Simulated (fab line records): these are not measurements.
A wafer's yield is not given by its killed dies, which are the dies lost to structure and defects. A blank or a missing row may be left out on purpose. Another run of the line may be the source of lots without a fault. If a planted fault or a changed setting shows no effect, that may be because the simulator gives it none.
Chamber matching | flow n5Finfet | N5_BEOL_M0_SAQP_ETCH_106 on rieDiel-04: 4 sister chambers
The step etches SOC in N2/H2, stops on SiNx, target depth 150 nm. 4 wafers are shown with their chamber, then 8 later ones without.

== EACH WAFER AND ITS CHAMBER ==
wafer  | chamber | drypumpMotorCurrentA (A)
L080.5 | 1       | 5.4
L081.2 | 2       | 6.1
L081.5 | 0       | 5.4
L083.4 | 3       | 6.8

== WAFERS WHOSE CHAMBER IS MISSING ==
wafer  | drypumpMotorCurrentA (A)
L083.5 | 6.1
L083.6 | 6.8
L094.1 | 6.8
L094.3 | 5.5
L094.4 | 5.4
L095.2 | 5.4
L095.3 | 6.1
L095.4 | 6.8

== THE CHAMBER EACH PASSED THROUGH ==
wafer  | from the rows above     | in truth
L083.5 | 2                       | 2
L083.6 | 3                       | 3
L094.1 | 3                       | 3
L094.3 | can't be placed: 0 or 1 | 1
L094.4 | can't be placed: 0 or 1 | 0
L095.2 | can't be placed: 0 or 1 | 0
L095.3 | 2                       | 2
L095.4 | 3                       | 3
Correctly placed: 5 of 8. From these rows, 3 cannot be placed; in 3 the true chamber is one of the candidates. Placed wrongly: 0.
How it was worked out, from the rows above alone: a wafer's distance from a chamber is the root of the sum, over the readings, of the square of ((its reading less the chamber's mean) divided by the reading's scatter). The wafer belongs to the nearest chamber; if the next one is less than 2 further off, it can't be placed. For every chamber, the mean is computed from those of its wafers that are shown. The scatter (one wafer shown for each chamber): square how far every hidden wafer sits from the nearest shown wafer, average those squares and take the square root.
